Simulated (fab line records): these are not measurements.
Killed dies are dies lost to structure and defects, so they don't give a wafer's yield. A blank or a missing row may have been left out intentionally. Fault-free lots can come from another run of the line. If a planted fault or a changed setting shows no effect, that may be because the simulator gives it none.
Which tool is to blame? -- flow n5-finfet -- route of 1938 steps, sampled at 1 step: 9 lots, 25 wafers

WHAT THE GAUGES SHOWED, per wafer
N5_BEOL_M4_RC_MEAS_101.
lot,measured,on,DIBL_N (mV/V)
L295,day 7 21:32,prober-01,35.2 33.2 33.7
L297,day 8 01:18,prober-02,35.8 38.5 35.0
L300,day 8 22:27,prober-01,34.8 37.8 35.3
L305,day 10 11:10,prober-02,32.3 34.6 34.7
L312,day 12 10:28,prober-02,37.1 37.9
L313,day 12 11:52,prober-01,34.1 33.2 32.0
L314,day 13 01:37,prober-02,34.4 34.5
L316,day 13 08:37,prober-02,34.3 34.2 34.4
L318,day 14 00:35,prober-02,36.8 36.1 36.3

TOOL THAT RAN EACH LOT (tool first, then ch and the chambers of the sampled wafers, then the start)
No process step before these readings appears in the record.

THE ANSWER, worked out from the rows above alone
Rule: what is usual is taken from the lots themselves. Put in order of their means at a reading, lots are off if they are a third of the lots or fewer, leave a main group of 4 or more, and stand apart from it by a gap of 3 or more times the standard deviation of the main group's means; of several such gaps the widest counts. If all means in a main group match to the digits the tables above print for the reading, that group is not used. A lot without any number at a reading at which 4 lots or more have one is off too. All remaining lots with rows at the step are treated as sound.
No lot is off on any of the readings shown, so nothing can be concluded from this.

WHAT THE SIMULATOR HAD PUT IN
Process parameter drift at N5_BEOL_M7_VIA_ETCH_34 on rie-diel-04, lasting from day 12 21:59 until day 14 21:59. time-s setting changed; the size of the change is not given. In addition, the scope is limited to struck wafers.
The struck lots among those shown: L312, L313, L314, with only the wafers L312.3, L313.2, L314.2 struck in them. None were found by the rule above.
